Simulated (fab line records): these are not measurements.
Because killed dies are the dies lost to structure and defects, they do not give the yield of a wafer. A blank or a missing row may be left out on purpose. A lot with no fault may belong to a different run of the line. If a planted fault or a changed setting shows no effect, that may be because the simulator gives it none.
fab line records	flow nand-harc
[record] lots = 12	wafers = 36	last-day = 24
route steps=1159 shown P_ZERO_WELL@18 P_STI@91 P_GATE@149 P_CONTACT@218 END@1159
lots untouched by any fault: they come from a run of this same line in which no faults occurred
start-h: the number of hours between the record's first day and the start of the first shown wafer of the lot	wait-h: hours since the lot's step before	" repeats the value in the row above	L1.1+2: one row covering several wafers at once	- no value, or no start given	* or withheld: withheld	< > ~ a bound
route shown NAME@n: names a module that has steps shown in the file, with the first one's number in the route	usual: the fault-free wafers' mean and standard deviation	same: alike in all rows	chamber/n: place in a boat	sites: each site's reading	_std_site: how widely they spread, as a standard deviation	_edge_site: mean of outer sites minus mean of inner sites	radius-mm: how far each site lies from the wafer's centre	mask NAME#n: copy n	behind: the last tool/chamber to shape the wafer	hold: why the lot was held/for how many hours/how that ended	device: which transistor (n, p or np) failed to switch	end of line: the tests these same wafers got at the end of their route	for a step that has no rows: nothing shown but its recipe	killed: at the first sort, the dies lost to defects and structure; wafer yield is something else	map: the dies of a wafer, with x for killed, . for not killed, _ for no die there
set.NAME: the setting the step ran with; set.NAME@STEP: the setting that earlier step ran with	model.NAME: the simulator's own value behind a step, which no gauge read
route steps across a sampled set of lots; one table per step, one row per wafer
services: from which hour (start-h, from the record's first day; less than 0 if before it) a tool's chamber was out of use, for how many hours, and why
[[steps]]
[step NHARC_P_ZERO_WELL_ETCH_62]
[recipe] target-depth-a = 130	time-s = 6.5	chf3-flow-sccm = 50	ar-flow-sccm = 200	rf-w = 500	bias-w = 200	chemistry = CHF3/Ar
[usual] bias-w = 200.0/0.68	chamber-pressure-mTorr = 24.999/0.023	drypump-motor-current-A = 5.9/0.47	oes-product-au = 0.964/0.018	rf-vpp-V = 371.2/2.4	showerhead-plenum-p-Torr = 2.38/0.11	throttle-valve-pct = 20.217/0.009
lot.wafer	tool	chamber	start-h	wait-h	bias-w	chamber-pressure-mTorr	drypump-motor-current-A	oes-product-au	rf-hours-counter-h	rf-vpp-V	showerhead-plenum-p-Torr	throttle-valve-pct
L390.2	rie-diel-07	2	-	-	199.6	24.944	5.3	0.988	5.4	371.6	2.42	20.195
L390.3	"	1	"	"	199.2	25.007	6.7	0.960	5.3	371.5	2.33	20.222
L390.5	"	2	"	"	199.0	25.025	5.3	0.990	-	374.0	2.42	20.218
L392.4	rie-diel-10	1	-	-	200.5	24.941	5.2	0.968	1.4	371.0	2.42	20.217
L392.3	"	2	"	"	199.3	25.016	5.9	0.962	1.6	375.1	2.51	20.218
L392.6	"	3	"	"	199.4	24.932	6.6	0.977	-	371.2	2.31	20.215
L394.2	rie-diel-10	1	-	-	199.4	25.030	5.3	0.968	2.0	370.8	2.42	20.238
L394.3	"	2	"	"	199.9	25.005	5.9	0.984	2.2	375.2	2.51	20.203
L394.6	"	0	"	"	200.2	24.993	6.0	0.943	-	369.0	2.24	20.230
L395.2	rie-diel-13	1	-	-	200.2	25.011	6.3	0.971	7.7	372.4	2.51	20.209
L395.4	"	2	"	"	200.4	25.021	5.4	0.959	7.6	372.9	2.51	20.232
L395.6	"	2	"	"	199.5	24.953	5.5	0.953	-	373.7	2.51	20.226
L397.3	rie-diel-13	3	-	-	200.5	25.019	6.2	0.976	8.1	368.1	2.22	20.226
L397.1	"	0	"	"	200.0	24.997	5.4	0.977	8.6	371.1	2.40	20.209
L397.5	"	2	"	"	199.7	25.000	5.5	0.946	-	373.2	2.51	20.209
L398.3	rie-diel-10	3	-	-	200.7	25.017	6.6	0.964	4.0	369.4	2.30	20.203
L398.1	"	0	"	"	199.9	25.020	6.0	0.961	3.9	368.5	2.23	20.207
L398.5	"	3	"	"	200.9	24.974	6.6	0.966	-	370.0	2.30	20.216
L400.4	rie-diel-07	0	-	-	200.4	24.984	6.2	0.988	1.7	368.5	2.21	20.214
L400.1	"	1	"	"	199.1	24.968	6.7	0.940	1.5	371.2	2.33	20.227
L400.5	"	3	"	"	200.6	24.983	6.2	0.972	-	370.1	2.36	20.220
L401.1	rie-diel-10	0	-	-	200.0	24.994	6.0	0.944	5.6	366.8	2.23	20.206
L401.4	"	2	"	"	200.4	24.986	5.9	0.954	-	372.9	2.51	20.226
L401.6	"	0	"	"	200.0	25.031	6.0	0.942	-	369.0	2.23	20.212
L402.4	rie-diel-07	0	-	-	200.6	24.959	6.2	0.969	2.1	367.9	2.21	20.214
L402.2	"	3	"	"	199.4	25.017	6.2	0.960	2.4	370.3	2.36	20.213
L402.5	"	1	"	"	201.1	25.051	6.7	0.945	-	369.7	2.33	20.217
L406.1	rie-diel-07	0	-	-	200.8	25.010	6.3	0.968	3.6	366.6	2.21	20.221
L406.4	"	1	"	"	199.6	25.024	6.7	0.924	3.5	370.0	2.33	20.230
L406.6	"	0	"	"	201.1	25.003	6.2	0.965	-	368.8	2.21	20.218
L411.2	rie-diel-07	1	-	-	200.0	24.995	6.7	0.954	5.6	370.0	2.33	20.235
L411.5	"	3	"	"	200.3	25.027	6.2	0.958	-	371.4	2.35	20.213
L411.4	"	1	"	"	199.5	25.011	6.7	0.958	-	368.9	2.33	20.221
L412.2	rie-diel-13	2	-	-	200.7	25.017	5.4	0.951	3.6	373.3	2.50	20.218
L412.4	"	0	"	"	198.4	25.019	5.4	0.948	2.8	370.8	2.40	20.205
L412.6	"	1	"	"	200.2	25.016	6.3	0.984	-	374.9	2.51	20.214
[step NHARC_P_STI_CD_MEAS_16]
[usual] cd-nm = 198/3.9
lot.wafer	tool	chamber	start-h	wait-h	cd-nm
L390.2	cd-sem-01	-	42.74	-	203
L390.3	"	-	"	"	194
L390.5	"	-	"	"	198
L392.3	cd-sem-03	-	50.23	-	206
L392.4	"	-	"	"	201
L392.6	"	-	"	"	203
L394.2	cd-sem-01	-	66.79	-	199
L394.3	"	-	"	"	195
L394.6	"	-	"	"	194
L395.2	cd-sem-03	-	73.51	-	200
L395.4	"	-	"	"	193
L395.6	"	-	"	"	201
L397.1	cd-sem-02	-	85.89	-	202
L397.3	"	-	"	"	201
L397.5	"	-	"	"	196
L398.1	cd-sem-03	-	93.35	-	193
L398.3	"	-	"	"	191
L398.5	"	-	"	"	196
L400.1	cd-sem-01	-	101.27	-	195
L400.4	"	-	"	"	199
L400.5	"	-	"	"	202
L401.1	cd-sem-02	-	108.61	-	197
L401.4	"	-	"	"	196
L401.6	"	-	"	"	201
L402.2	cd-sem-03	-	113.91	-	199
L402.4	"	-	"	"	197
L402.5	"	-	"	"	194
L406.1	cd-sem-01	-	139.37	-	199
L406.4	"	-	"	"	204
L406.6	"	-	"	"	203
L411.2	cd-sem-03	-	170.27	-	196
L411.4	"	-	"	"	195
L411.5	"	-	"	"	198
L412.2	cd-sem-02	-	173.87	-	194
L412.4	"	-	"	"	196
L412.6	"	-	"	"	202
[step NHARC_P_GATE_ETCH_32]
[recipe] target-depth-a = 1500	over-etch-frac = 1	over-etch-ion-energy-ev = 40	time-s = 100.1	hbr-flow-sccm = 150	cl2-flow-sccm = 50	rf-w = 400	icp-w = 400	bias-w = 100	chemistry = HBr/Cl2
[usual] bias-w = 100.04/0.29	chamber-pressure-mTorr = 15.000/0.014	drypump-motor-current-A = 5.7/0.36	oes-product-au = 0.999/0.012	throttle-valve-pct = 26.406/0.0092
lot.wafer	tool	chamber	start-h	wait-h	bias-w	chamber-pressure-mTorr	drypump-motor-current-A	oes-product-au	rf-hours-counter-h	throttle-valve-pct
L390.3	rie-si-05	0	88.36	-	100.51	15.028	5.6	1.001	0.1	26.404
L390.2	"	3	"	"	100.30	15.002	5.6	0.991	0.1	26.413
L390.5	"	3	"	"	99.80	14.978	5.6	0.977	-	26.412
L392.4	rie-si-03	0	104.39	-	99.90	14.972	5.2	0.998	1.2	26.403
L392.3	"	1	"	"	99.94	15.005	5.4	1.015	1.2	26.414
L392.6	"	2	"	"	99.81	15.004	6.3	0.987	-	26.414
L394.3	rie-si-04	0	121.73	-	99.37	14.985	6.3	1.016	0.1	26.399
L394.2	"	2	"	"	99.94	14.980	5.6	1.014	0.1	26.380
L394.6	"	0	"	"	99.89	15.024	6.3	1.026	-	26.402
L395.2	rie-si-05	3	125.71	-	99.89	15.013	5.6	0.989	0.5	26.407
L395.4	"	1	"	"	100.20	14.992	5.2	0.970	0.2	26.394
L395.6	"	3	"	"	100.39	14.996	5.6	0.988	-	26.413
L398.3	rie-si-05	3	141.03	-	99.76	14.997	5.6	0.999	0.7	26.393
L398.1	"	0	"	"	100.04	14.991	5.6	0.996	0.7	26.411
L398.5	"	3	"	"	100.11	14.986	5.6	0.989	-	26.402
L397.3	rie-si-03	2	141.45	-	100.17	14.991	6.4	0.988	1.4	26.418
L397.1	"	3	"	"	100.11	14.977	5.9	0.982	1.5	26.409
L397.5	"	1	"	"	100.39	14.996	5.4	1.002	-	26.407
L400.4	rie-si-04	1	157.39	-	99.95	14.979	5.3	1.004	0.3	26.394
L400.1	"	2	"	"	99.87	14.998	5.6	1.000	0.4	26.396
L400.5	"	0	"	"	99.83	15.010	6.3	1.021	-	26.404
L402.2	rie-si-04	3	168.47	-	-	-	-	-	-	-
L402.4	"	0	"	"	-	-	-	-	-	-
L402.5	"	2	"	"	-	-	-	-	-	-
L401.4	rie-si-03	3	169.12	-	-	-	-	-	-	-
L401.1	"	0	"	"	-	-	-	-	-	-
L401.6	"	1	"	"	-	-	-	-	-	-
L406.1	rie-si-05	3	193.56	-	99.97	15.008	5.6	1.002	1.1	26.397
L406.4	"	0	"	"	100.00	15.018	5.6	0.999	1.1	26.416
L406.6	"	0	"	"	100.28	15.020	5.6	1.008	-	26.395
L411.4	rie-si-03	3	221.37	-	100.42	15.003	5.9	1.001	0.5	26.402
L411.2	"	2	"	"	100.04	15.035	6.3	0.993	0.5	26.405
L411.5	"	0	"	"	99.72	15.005	5.2	1.008	-	26.409
L412.2	rie-si-03	0	222.29	-	100.41	14.990	5.2	1.005	0.5	26.411
L412.4	"	1	"	"	99.73	15.006	5.4	1.025	0.5	26.408
L412.6	"	3	"	"	99.88	14.981	5.9	0.991	-	26.407
[step NHARC_P_CONTACT_DEP_00]
[recipe] target-thk-a = 5000	temp-c = 400	pressure-torr = 6.5	rf-w = 900	teos-flow-sccm = 161.4	flow-sccm = 2650	target-thk-nm = 500	gas = O2	material = SiO2
[usual] flow-sccm = 2649/7.8	heater-power-w = 570/100	throttle-valve-pct = 16.1/0.44
lot.wafer	tool	chamber	start-h	wait-h	flow-sccm	heater-power-w	throttle-valve-pct
L390.3	pecvd-02	1	-	-	2652	506	15.9
L390.2	"	2	"	"	2650	752	16.1
L390.5	"	0	"	"	2653	601	15.7
L392.3	pecvd-01	1	-	-	2642	492	16.5
L392.6	"	2	"	"	2654	415	15.7
L392.4	"	0	"	"	2662	586	16.2
L394.2	pecvd-02	1	-	-	2660	567	16.0
L394.3	"	2	"	"	2638	618	16.2
L394.6	"	0	"	"	2658	637	15.9
L395.2	pecvd-01	1	-	-	2652	476	16.6
L395.4	"	0	"	"	2646	703	16.2
L395.6	"	1	"	"	2657	493	16.5
L398.3	pecvd-03	0	-	-	2661	643	16.8
L398.1	"	1	"	"	2636	590	15.7
L398.5	"	0	"	"	2657	525	16.8
L397.1	pecvd-03	1	-	-	2647	624	15.9
L397.3	"	2	"	"	2652	558	15.8
L397.5	"	1	"	"	2648	624	15.7
L400.1	pecvd-03	2	-	-	2646	518	15.8
L400.4	"	2	"	"	2647	556	16.0
L400.5	"	0	"	"	2648	639	16.7
L406.1	pecvd-03	2	-	-	2648	519	15.9
L406.4	"	2	"	"	2648	538	15.7
L406.6	"	0	"	"	2639	612	17.3
L411.2	pecvd-02	1	-	-	2646	623	15.7
L411.5	"	2	"	"	2648	686	15.7
L411.4	"	0	"	"	2649	660	15.9
L412.2	pecvd-03	0	240.72	0.3	2652	583	17.1
L412.4	"	2	"	"	2649	565	16.1
L412.6	"	2	"	"	2649	441	15.7
[step NHARC_END_SORT_01]
[recipe] temp-c = 25
[usual] killed-at-array = 25/10	killed-at-other = 0.6/0.91	killed-at-periphery = 3.6/2.9	killed-dies = 29/10	killed-open = 3.3/2	killed-short = 1.9/1.5
[same] gross-dies = 677
lot.wafer	tool	chamber	start-h	wait-h	killed-at-array	killed-at-other	killed-at-periphery	killed-dies	killed-open	killed-short
L401.1	prober-02	0	507.23	2.5	30	1	646	677	2	3
L401.4	prober-02	0	509.61	3.4	28	1	648	677	4	3
L401.6	prober-02	0	511.19	4.0	27	1	649	677	6	2
L402.2	prober-02	0	515.77	2.8	19	0	658	677	4	3
L402.4	prober-02	0	517.35	3.4	24	1	652	677	5	0
L402.5	prober-02	0	518.14	3.7	27	0	650	677	3	1
// killed by level:class
L401.1 P_GATE:area-etch=643 A_SLIT:chamber-film-flake=14 A_STAIRCASE:chamber-film-flake=6 A_CONTACT:chamber-film-flake=4 A_CHANNEL_HOLE_D1:geometric-particle:short=2 A_CHANNEL_HOLE_D1:chamber-film-flake=2 P_M0:geometric-particle:open=1 P_M0:geometric-particle:short=1
L401.4 P_GATE:area-etch=647 A_SLIT:chamber-film-flake=12 A_CHANNEL_HOLE_D1:chamber-film-flake=3 A_STAIRCASE:chamber-film-flake=3 A_CONTACT:chamber-film-flake=2 P_CONTACT:geometric-particle:open=1 A_CHANNEL_FILL_D1:geometric-particle:short=1 A_SGD_CUT:geometric-particle:short=1
L401.6 P_GATE:area-etch=649 A_SLIT:chamber-film-flake=12 A_CHANNEL_HOLE_D1:chamber-film-flake=3 A_STAIRCASE:chamber-film-flake=3 A_CONTACT:geometric-particle:open=2 A_ONON_D1:geometric-particle:open=1 A_CHANNEL_HOLE_D1:geometric-particle:short=1 A_CHANNEL_FILL_D1:geometric-particle:open=1
L402.2 P_GATE:area-etch=655 A_CHANNEL_HOLE_D1:chamber-film-flake=7 A_STAIRCASE:chamber-film-flake=5 A_CONTACT:geometric-particle:open=2 A_CHANNEL_HOLE_D1:geometric-particle:short=1 A_CHANNEL_FILL_D1:geometric-particle:short=1 A_STAIRCASE:geometric-particle:open=1 A_CONTACT:geometric-particle:short=1
L402.4 P_GATE:area-etch=651 A_CHANNEL_HOLE_D1:chamber-film-flake=13 A_STAIRCASE:chamber-film-flake=3 A_WL_FILL:geometric-particle:open=2 A_ONON_D1:geometric-particle:open=1 A_CONTACT:geometric-particle:open=1 A_BLC:geometric-particle:open=1 P_ZERO_WELL:chamber-film-flake=1
L402.5 P_GATE:area-etch=647 A_CHANNEL_HOLE_D1:chamber-film-flake=19 P_ZERO_WELL:chamber-film-flake=2 A_ZERO_WELL:chamber-film-flake=2 A_STAIRCASE:chamber-film-flake=2 P_M1:geometric-particle:open=1 A_CHANNEL_FILL_D1:geometric-particle:open=1 A_WL_FILL:geometric-particle:short=1
[[services]]
tool	chamber	start-h	hours	kind
rie-diel-10	-	-0.50	9.0	pm
rie-diel-07	-	28.36	0.6	repair
rie-diel-07	-	51.20	9.0	pm
rie-si-05	-	62.00	9.0	pm
pecvd-03	-	70.29	0.3	repair
rie-si-05	1	77.83	30.2	repair
rie-si-05	-	79.19	0.7	repair
rie-diel-10	3	79.55	9.1	repair
rie-diel-07	-	85.47	0.1	repair
rie-diel-07	1	97.41	5.3	repair
rie-diel-07	0	101.55	6.7	repair
rie-si-05	2	101.74	1.6	repair
rie-diel-10	0	104.16	1.7	repair
pecvd-03	-	111.61	13.0	pm
rie-diel-07	0	121.08	6.4	repair
rie-diel-10	1	139.59	3.5	repair
rie-diel-07	0	141.76	7.9	repair
pecvd-03	0	151.72	2.3	repair
rie-si-03	-	155.00	9.0	pm
rie-diel-07	3	166.19	1.4	repair
rie-diel-07	0	205.01	4.2	repair
rie-diel-07	-	228.20	9.0	pm
pecvd-03	-	236.09	0.7	repair
pecvd-03	1	238.70	23.4	repair
[[key]]
[first-sign] step = NHARC_P_GATE_ETCH_32	reading = tool-record	direction = missing
[effect] step = NHARC_END_SORT_01	reading = killed-at-periphery	direction = up	sigmas = 99+	usual = 3.6	struck = 650.5
[more-kills-born-at] NHARC_P_GATE_ETCH_32@rie-si-04 = 1953	NHARC_P_GATE_ETCH_32@rie-si-03 = 1936
met-at NHARC_P_GATE_ETCH_32
struck-lots L401,L402
later-rows-left-out L401.1,L401.4,L401.6,L402.2,L402.4,L402.5
tester-left-out L401,L402
not-acting-at NHARC_P_ZERO_WELL_ETCH_62,NHARC_P_STI_CD_MEAS_16,NHARC_P_CONTACT_DEP_00
onset-between 157.39 168.47
[fault] kind = skipped-step-whole	tool = rie-si-03,rie-si-04	chamber = -	onset-h = 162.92	steps = NHARC_P_GATE_ETCH_32	scope = struck-lots-only
// tester-left-out: of these lots the tester's yield and bins aren't shown, on N5 and GAA mostly nor the transistor test; their killed dies are dies lost to structure and defects alone, not to doping, threshold or leakage, so they don't give the yield
// later-rows-left-out: the simulator's readings of these wafers behind a module that went badly wrong aren't trusted and aren't shown, but for the sort
